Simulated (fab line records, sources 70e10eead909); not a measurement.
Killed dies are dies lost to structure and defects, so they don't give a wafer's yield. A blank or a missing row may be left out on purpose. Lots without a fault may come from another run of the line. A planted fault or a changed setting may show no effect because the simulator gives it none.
Which tool did it? | flow nand_harc | 6 lots, 18 wafers sampled, at 2 steps of a route of 1159

WHAT THE GAUGES READ, wafer by wafer
NHARC_A_BONDPAD_CD_MEAS_09: target cd 500 nm.
lot  | measured     | on        | cd_nm (nm)
L844 | day 18 10:26 | cd_sem-02 | 504.2 499.6
L856 | day 21 05:04 | cd_sem-01 | 498.0 500.9 497.9
L862 | day 22 14:57 | cd_sem-03 | 497.3 499.7 503.7
L860 | day 22 23:25 | cd_sem-03 | 498.4 503.4 500.6
L865 | day 23 14:53 | cd_sem-03 | 502.6 500.0 499.6
L864 | day 24 06:16 | cd_sem-02 | 499.6 500.5 502.7

WHICH TOOL RAN EACH LOT (tool, then ch and the chambers of the sampled wafers, then the start)
lot  | NHARC_A_M0_PVD_21
L844 | pvd_sputter-03, day 18 02:56
L856 | pvd_sputter-02, day 20 21:25
L862 | pvd_sputter-03, day 22 06:43
L860 | pvd_sputter-02, day 22 14:54
L865 | pvd_sputter-03, day 23 07:30
L864 | pvd_sputter-01, day 23 22:59
- NHARC_A_M0_PVD_21: deposits Cu, target thk 30 nm, time 20.49 s.

THE ANSWER, worked out from the rows above alone
Rule: what is usual is taken from the lots themselves. Put in order of their means at a reading, lots are off if they are a third of the lots or fewer, leave a main group of 4 or more, and stand apart from it by a gap of 3 or more times the standard deviation of the main group's means; of several such gaps the widest counts. A main group whose means are all the same, to the digits that the tables above print for the reading, isn't used. A lot without any number at a reading at which 4 lots or more have one is off too. The other lots that the step has rows for count as sound.
No lot is off at any reading shown: from this, nothing can be told.

WHAT THE SIMULATOR HAD PUT IN
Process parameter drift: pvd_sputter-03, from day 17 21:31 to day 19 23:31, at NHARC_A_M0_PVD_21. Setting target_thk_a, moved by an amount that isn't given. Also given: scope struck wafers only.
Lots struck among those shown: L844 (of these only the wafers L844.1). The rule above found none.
